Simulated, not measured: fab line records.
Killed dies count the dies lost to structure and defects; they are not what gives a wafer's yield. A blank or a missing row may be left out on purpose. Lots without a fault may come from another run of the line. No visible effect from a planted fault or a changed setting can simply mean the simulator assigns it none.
Chamber matching + flow n5-finfet + N5_BEOL_M4_ILD_DEP_00 on pecvd-04: 3 sister chambers
The step deposits SiOC from DEMS/O2, target thk 79 nm, time 15.3 s. 6 wafers are shown with their chamber, then 7 later ones without.

== WAFERS WITH THEIR CHAMBER ==
| wafer  | chamber | throttle-valve-pct (%) | showerhead-plenum-p-Torr (Torr) |
|--------|---------|------------------------|---------------------------------|
| L088.1 | 2       | 11.8                   | 5.708                           |
| L087.1 | 0       | 11.9                   | 5.687                           |
| L087.5 | 2       | 11.9                   | 5.684                           |
| L087.6 | 1       | 12.5                   | 5.717                           |
| L092.1 | 0       | 11.6                   | 5.682                           |
| L092.3 | 1       | 12.6                   | 5.727                           |

== WAFERS WHOSE CHAMBER IS MISSING ==
| wafer  | throttle-valve-pct (%) | showerhead-plenum-p-Torr (Torr) |
|--------|------------------------|---------------------------------|
| L092.5 | 12.5                   | 5.719                           |
| L096.1 | 12.4                   | 5.738                           |
| L096.2 | 11.9                   | 5.682                           |
| L096.3 | 11.4                   | 5.690                           |
| L097.2 | 11.5                   | 5.685                           |
| L097.4 | 11.6                   | 5.690                           |
| L097.6 | 12.5                   | 5.719                           |

== WHICH CHAMBER EACH WENT THROUGH ==
| wafer  | from the rows above     | in truth |
|--------|-------------------------|----------|
| L092.5 | 1                       | 1        |
| L096.1 | 1                       | 1        |
| L096.2 | can't be placed: 0 or 2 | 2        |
| L096.3 | can't be placed: 0 or 2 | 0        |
| L097.2 | can't be placed: 0 or 2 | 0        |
| L097.4 | can't be placed: 0 or 2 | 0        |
| L097.6 | 1                       | 1        |
3 of 7 placed correctly. From these rows, 4 cannot be placed; in 4 the true chamber is one of the candidates. Wrongly placed: 0.
How it was worked out, from the rows above alone: a wafer's distance from a chamber is the root of the sum, over the readings, of the square of ((its reading less the chamber's mean) divided by the reading's scatter). The wafer belongs to the nearest chamber; if the next one is less than 2 further off, it can't be placed. Each chamber's mean is taken over the wafers shown for it. How the scatter is found: for the shown wafers, subtract from each reading the mean of its chamber, square and add these, divide the total by (wafers less chambers), then take the root.
